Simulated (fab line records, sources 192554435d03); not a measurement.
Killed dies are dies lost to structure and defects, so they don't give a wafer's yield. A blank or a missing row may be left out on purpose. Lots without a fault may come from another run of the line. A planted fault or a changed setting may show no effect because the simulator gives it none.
A struck lot beside a sound one | flow n5_finfet | 24 steps out of a route of 1938
Sound: wafers L306.1, L306.3, L306.5. Struck: wafers L309.2, L309.3, L309.6. The cause comes at the end.
At each step with rows: each side's tool, then ch and its chambers, then its first start. Under that, the readings that differ: sound wafers | struck wafers | difference of the means | sigmas: that difference in standard deviations of wafers without a fault.
alike: readings whose means differ by less than 2 such deviations, and words and numbers that are the same on both sides. not compared: withheld readings, readings that some wafer has no value for, bounds like >300 that may hide the same value, and numbers for which the record gives no deviation and whose values overlap.
The two part at a step that has a row with sigmas, a row that says differs or no value, or rows on one side only. Numbers that don't overlap but have no deviation are shown without sigmas and don't part them. A reading that every wafer of one side lacks parts them only if that side has two wafers or more.

N5_BEOL_M6_THK_MEAS_53: measures by xrf.
  sound on film_metro-01, day 10 13:28; struck on film_metro-02, day 11 19:41
  alike: M6_THK
then, 1 step without rows for these wafers: N5_BEOL_M6_PRE_CLEAN_55 (time 15 s).
N5_BEOL_M6_DEP_56: deposits SiCN from 3MS/NH3, target thk 10 nm, time 17.5 s.
  sound on pecvd-01 ch 1,2, day 10 13:32; struck on pecvd-01 ch 0,2, day 11 19:44
  alike: rf_fwd_power_W, showerhead_plenum_p_Torr, throttle_valve_pct
N5_BEOL_M6_RS_MEAS_57: measures by four-point-probe.
  sound on film_metro-02, day 10 13:37; struck on film_metro-01, day 11 19:49
  alike: M6_RS
N5_BEOL_M6_INSPECT_58: inspects for defects (darkfield).
  sound on defect_inspect-01, day 10 13:38; struck on defect_inspect-02, day 11 19:50
  alike: raw_defect_count
N5_BEOL_M7_ILD_DEP_00: deposits SiCOH lowk from DEMS/porogen, target thk 179.75 nm, time 33.4 s.
  sound on pecvd-02 ch 0,1, day 10 13:40; struck on pecvd-04 ch 0,2, day 11 19:53
  reading                | sound          | struck         | difference | sigmas
  throttle_valve_pct (%) | 14.1 14.6 13.7 | 13.8 12.6 12.4 | -1.2       | -2
  alike: heater_power_w, rf_fwd_power_W, showerhead_plenum_p_Torr
then, 1 step without rows for these wafers: N5_BEOL_M7_CURE_74 (cures SiCOH lowk, time 240 s).
N5_BEOL_M7_THK_MEAS_01:
  sound on film_metro-02, day 10 14:16; struck on film_metro-01, day 11 20:48
  alike: M7_ILD_THK
N5_BEOL_M7_PECVD_70: deposits SiO2 from TEOS/O2, target thk 20 nm, time 22.7 s.
  sound on pecvd-04 ch 1,2, day 10 14:18; struck on pecvd-04 ch 0,1,2, day 11 20:50
  alike: heater_power_w, rf_fwd_power_W, showerhead_plenum_p_Torr, throttle_valve_pct
N5_BEOL_M7_HM_DEP_02: deposits TiN, target thk 20 nm.
  sound on pvd_sputter-02, day 10 18:21; struck on pvd_sputter-02, day 11 21:25
  alike: throttle_valve_pct
then, 2 steps without rows for these wafers: N5_BEOL_M7_COAT_59 (time 60 s, resist thk 100 nm); N5_BEOL_M7_COAT_60 (time 60 s, resist thk 35 nm).
N5_BEOL_M7_COAT_05: resist thk 90 nm.
  sound on litho_track-05 ch 0, day 10 18:29; struck on litho_track-05 ch 0, day 11 21:34
  reading                                      | sound                | struck               | difference | sigmas
  spin_speed_rpm (rpm)                         | 1500.9 1500.9 1499.4 | 1603.2 1603.8 1601.0 | +102.3     | +99 or more
  model.CAR-ArF_of_BEOL_M7_COAT_05.thk_nm (nm) | 89.8 90 90.2         | 86.8 86.8 86.6       | -3.3       |
  alike: chill_plate_temp_C
then, 5 steps without rows for these wafers: N5_BEOL_M7_EBR_07; N5_BEOL_M7_SOFTBAKE_06 (time 60 s); N5_BEOL_M7_EXPOSE_08 (exposes mask M7); N5_BEOL_M7_PEB_09 (peb time 60 s); N5_BEOL_M7_DEVELOP_10 (develop time 30 s).
N5_BEOL_M7_CD_MEAS_11: target cd 38.5 nm.
  sound on cd_sem-02 ch 0, day 10 18:43; struck on cd_sem-01 ch 0, day 11 21:56
  alike: cd_nm
N5_BEOL_M7_OVL_MEAS_12:
  sound on overlay-01 ch 0, day 10 18:45; struck on overlay-02 ch 0, day 11 21:58
  alike: M7_OVL
N5_BEOL_M7_INSPECT_13: inspects for defects (brightfield).
  sound on defect_inspect-01, day 10 18:47; struck on defect_inspect-02, day 11 21:59
  alike: raw_defect_count
N5_BEOL_M7_DESCUM_16: chemistry O2, time 7.9 s.
  sound on rie_diel-05 ch 0,1,2, day 10 19:11; struck on rie_diel-02 ch 1,2,3, day 11 22:38
  alike: drypump_motor_current_A, o2_flow_sccm, oes_product_au, rf_fwd_power_W, rf_vpp_V, showerhead_plenum_p_Torr, throttle_valve_pct
  not compared: rf_hours_counter_h
N5_BEOL_M7_ETCH_61: etches SiARC in CF4, target depth 45.5 nm, time 75.8 s.
  sound on rie_diel-05 ch 0,1,2, day 10 19:14; struck on rie_diel-02 ch 1,2,3, day 11 22:41
  reading                                      | sound        | struck         | difference | sigmas
  model.CAR-ArF_of_BEOL_M7_COAT_05.thk_nm (nm) | 50.6 51 50.8 | 47.6 47.4 47.4 | -3.3       |
  alike: drypump_motor_current_A, etch_rf_on_time_s, oes_product_au, rf_fwd_power_W, rf_vpp_V, showerhead_plenum_p_Torr, throttle_valve_pct
  not compared: rf_hours_counter_h
then, 1 step without rows for these wafers: N5_BEOL_M7_ETCH_62 (etches SOC in N2/H2, target depth 110 nm, overetch 22 nm, time 165 s).

WHERE THEY PART
First at N5_BEOL_M7_ILD_DEP_00; last, within this record, at N5_BEOL_M7_COAT_05. Later steps at which nothing parts them and some readings are alike: N5_BEOL_M7_CD_MEAS_11, N5_BEOL_M7_OVL_MEAS_12, N5_BEOL_M7_INSPECT_13, N5_BEOL_M7_DESCUM_16, N5_BEOL_M7_ETCH_61.

WHY: what the simulator had put in
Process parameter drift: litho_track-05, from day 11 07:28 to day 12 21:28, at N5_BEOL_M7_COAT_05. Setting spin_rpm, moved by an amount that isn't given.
